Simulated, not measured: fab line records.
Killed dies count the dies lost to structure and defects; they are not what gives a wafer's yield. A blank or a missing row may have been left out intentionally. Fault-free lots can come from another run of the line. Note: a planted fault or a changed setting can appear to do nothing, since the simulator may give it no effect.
A lot that was struck, set against a sound lot -- flow nand-harc -- 40 steps out of a route of 1302
Sound: these wafers, L997.1, L997.2, L997.4. Struck: wafer L107.2. (L107.1, L107.6 of the same lot were not struck and are left out.) The cause comes at the end.
Order at every step that has rows: each side's tool, ch and its chambers, its first start. Under that, the readings that differ: sound wafers -- struck wafers -- difference of the means -- sigmas: that difference in standard deviations of wafers without a fault.
alike: same words and numbers on both sides, and readings whose means sit less than 2 such deviations apart. not compared: any withheld reading, any reading some wafer has no value for, any bound like >300 that may hide the same value, and any number with overlapping values for which the record gives no deviation.
The two part at a step that has a row with sigmas, a row that says differs or no value, or rows on one side only. Non-overlapping numbers with no deviation appear without sigmas and do not part them. A reading that every wafer of one side lacks parts them only if that side has two wafers or more.

first, 3 steps without rows for these wafers: NHARC_A_BONDPAD_HARDBAKE_10 (time 65 s); NHARC_A_BONDPAD_DESCUM_11 (chemistry O2, time 3 s); NHARC_A_BONDPAD_ETCH_34 (etches the open film in N2/H2, target depth 60 nm, overetch 18 nm, time 65.91 s).
NHARC_A_BONDPAD_ETCH_12: etches the open film in CHF3/O2, target depth 220 nm, time 110 s.
  sound: rie-diel-07 ch 0,3; struck: rie-diel-06 ch 3
  alike: drypump-motor-current-A, mfc-ar-sccm, oes-product-au, rf-vpp-V, showerhead-plenum-p-Torr, throttle-valve-pct
  not compared: rf-hours-counter-h
NHARC_A_BONDPAD_CD_MEAS_13:
  sound: cd-sem-03 at day 23 11:22; struck: cd-sem-01 at day 28 07:50
  alike: cd-nm
then, 4 steps without rows for these wafers: NHARC_A_BONDPAD_STRIP_15 (strips in O2); NHARC_A_BONDPAD_ETCH_24 (etches the open film in CF4/N2, target depth 30 nm, time 72.99 s); NHARC_A_BONDPAD_STRIP_16 (strips in post etch residue remover, time 600 s); NHARC_A_BONDPAD_DEGAS_25 (time 60 s).
NHARC_A_BONDPAD_PRE_CLEAN_26: time 30 s.
  sound on pvd-sputter-01; struck on pvd-sputter-01
  alike: heater-power-w
then, 1 step without rows for these wafers: NHARC_A_BONDPAD_PVD_17 (deposits TaN, target thk 5 nm, time 8.06 s).
NHARC_A_BONDPAD_PVD_27: deposits Cu, target thk 30 nm, time 20.49 s.
  sound on pvd-sputter-01; struck on pvd-sputter-01
  alike: substrate-temp-c, throttle-valve-pct
NHARC_A_BONDPAD_ECD_18: material Cu, target thk 400 nm.
  sound on ecd-cu-01 ch 0,1, day 23 12:27; struck on ecd-cu-02 ch 0,1, day 28 08:49
then, 1 step without rows for these wafers: NHARC_A_BONDPAD_ANNEAL_28 (time 90 s).
NHARC_A_BONDPAD_CMP_19: polishes, t overpolish 30 s, cu recess touch 16 s, target thk 169.82 nm.
  sound on cmp-03 ch 0,1,3, day 23 13:16; struck on cmp-03 ch 0, day 28 09:35
  alike: motor-current-A, overpolish-run-s, pad-life-wafers
then, 1 step without rows for these wafers: NHARC_A_BONDPAD_SRD_21 (time 30 s, dry time 20 s).
NHARC_A_BONDPAD_INSPECT_23:
  sound: defect-inspect-01 at day 23 13:49; struck: defect-inspect-01 at day 28 10:06
  alike: raw-defect-count
then, 5 steps without rows for these wafers: NHARC_HYBRID_BOND_ACTIVATE_00 (chemistry N2, time 60 s); NHARC_HYBRID_BOND_PRECLEAN_01 (cleans in DIW, time 300 s); NHARC_HYBRID_BOND_SRD_02 (time 30 s, dry time 20 s); NHARC_HYBRID_BOND_BOND_03; NHARC_HYBRID_BOND_ANNEAL_04 (time 7200 s).
NHARC_HYBRID_BOND_OVL_MEAS_05:
  the record has rows for the sound wafers here (overlay-02, day 23 23:14) and none for the struck ones
NHARC_HYBRID_BOND_INSPECT_06: inspects for defects (ir void).
  the record has rows for the sound wafers here (defect-inspect-02, day 23 23:17) and none for the struck ones
following that, these wafers have no rows for 1 step: NHARC_THIN_TSV_GRIND_00.
NHARC_THIN_TSV_CMP_01: polishes.
  the record has rows for the sound wafers here (cmp-04 ch 0,1,3, day 24 00:41) and none for the struck ones
NHARC_THIN_TSV_THK_MEAS_02: measures by ir.
  the record has rows for the sound wafers here (film-metro-02, day 24 00:57) and none for the struck ones
then, 12 steps without rows for these wafers: NHARC_THIN_TSV_SRD_03; NHARC_THIN_TSV_PRECLEAN_41 (cleans in SC1); NHARC_THIN_TSV_SRD_42; NHARC_THIN_TSV_DEP_43 (deposits SiO2, target thk 1328.5 nm); NHARC_THIN_TSV_DEHYDRATE_04 (time 120 s); NHARC_THIN_TSV_HMDS_05 (time 30 s); NHARC_THIN_TSV_COAT_06; NHARC_THIN_TSV_SOFTBAKE_07 (time 95 s); NHARC_THIN_TSV_EBR_08; NHARC_THIN_TSV_EXPOSE_09 (exposes mask TSV); NHARC_THIN_TSV_PEB_10 (peb time 85 s); NHARC_THIN_TSV_DEVELOP_11 (time 70 s).
NHARC_END_SORT_01:
  the record has rows for the struck wafers here (prober-02 ch 0, day 29 16:13) and none for the sound ones

WHERE THEY PART
Last at NHARC_END_SORT_01 as far as this record goes, first at NHARC_HYBRID_BOND_OVL_MEAS_05.

WHY: what the simulator had put in
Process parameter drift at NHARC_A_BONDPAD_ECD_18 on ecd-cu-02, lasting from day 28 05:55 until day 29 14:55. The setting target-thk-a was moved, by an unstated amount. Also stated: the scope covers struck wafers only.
